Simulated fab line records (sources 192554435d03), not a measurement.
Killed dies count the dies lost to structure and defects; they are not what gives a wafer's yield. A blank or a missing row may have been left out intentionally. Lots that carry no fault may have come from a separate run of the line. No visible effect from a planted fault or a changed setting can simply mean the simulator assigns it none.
Split-lot experiment ; flow n5Finfet ; route with 1938 steps; 7 lots, 21 wafers read

SPLIT DETAILS
At N5_BEOL_M7_PECVD_70 (deposits SiO2 from TEOS/O2, target thk 20 nm, time 22.7 s), the setting timeS was moved away from the recipe's 22.7 s on 4 of the 21 wafers read, by -9.7% to +14.5%. The other wafers ran this setting at the recipe's value.

Reading taken at the split's own step.

THE READING
SiO2_of_BEOL_M7_PECVD_70.thkNm (the simulator's own value, which no gauge read), in nm, at N5_BEOL_M7_PECVD_70 (deposits SiO2 from TEOS/O2, target thk 20 nm, time 22.7 s). The file does not state a usual value for it. The 17 wafers here that ran the recipe average 19.9 nm, standard deviation 0.24 nm.

wafer;tool, chamber at the split;timeS as run, s;against the recipe;SiO2_of_BEOL_M7_PECVD_70.thkNm, nm;against lot-mates on the recipe
L074.2;pecvd-04, 0;22.7;recipe;19.6;-
L074.3;pecvd-04, 1;22.7;recipe;19.8;-
L074.4;pecvd-04, 2;22.7;recipe;20.2;-
L075.3;pecvd-02, 2;22.7;recipe;20;-
L075.4;pecvd-02, 0;25.52;+12.4%;22.6;+2.5
L075.5;pecvd-02, 1;22.7;recipe;20.2;-
L076.2;pecvd-01, 1;22.7;recipe;19.4;-
L076.5;pecvd-01, 0;22.7;recipe;19.8;-
L076.6;pecvd-01, 2;22.7;recipe;20.2;-
L087.1;pecvd-01, 1;22.7;recipe;19.4;-
L087.2;pecvd-01, 2;22.7;recipe;19.8;-
L087.4;pecvd-01, 2;22.7;recipe;20;-
L093.2;pecvd-02, 0;22.7;recipe;19.8;-
L093.3;pecvd-02, 1;20.49;-9.7%;17.6;-2.3
L093.4;pecvd-02, 2;22.7;recipe;20;-
L094.1;pecvd-02, 0;25.99;+14.5%;22.4;+2.6
L094.2;pecvd-02, 1;22.7;recipe;19.8;-
L094.5;pecvd-02, 0;25.99;+14.5%;23;+3.2
L095.3;pecvd-02, 0;22.7;recipe;20;-
L095.5;pecvd-02, 0;22.7;recipe;20;-
L095.4;pecvd-02, 2;22.7;recipe;19.8;-

THE FIT
A straight line over all 21 wafers: SiO2_of_BEOL_M7_PECVD_70.thkNm changes by +0.207 nm for each +1% of timeS; r = +0.98; the points scatter about the line by 0.26 nm.
The same after taking each lot's own level away (the mean of its wafers on the recipe; 21 wafers): +0.207 nm for each +1%; r = +0.98; scatter 0.23 nm.
That fit puts the effect of the largest move of timeS on the reading at 3 nm.
The span of the lots' own levels, 19.73 to 20.10 nm, comes to 1.5 times the standard deviation stated above.
Consequently the slope shifts little with the lot-to-lot level, the two slopes agreeing.
Check: with one of the wafers moved furthest among these (+14.5%) left out of the fit, the line predicts +3.14 nm for it against its lot-mates. It came out at +2.6 nm against them.

THE OTHER SPLITS THESE WAFERS WENT THROUGH
Before the reading, these wafers also passed through other splits. Each is held against what the fit with the lots' levels taken away leaves over:
other split on the same wafers;wafers away from the commonest value;r with SiO2_of_BEOL_M7_PECVD_70.thkNm (lot level and that fit taken away)
N5_BEOL_M4_COAT_76 spinRpm;7;+0.02
N5_BEOL_M4_DESCUM_33 timeS;4;+0.16
N5_BEOL_M6_ILD_DEP_00 timeS;9;-0.04
N5_BEOL_M6_EXPOSE_08 doseMj;8;-0.15

FILE'S OWN FIT
SiO2_of_BEOL_M7_PECVD_70.thkNm changes by +0.208 nm for each +1% of timeS, r = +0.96.
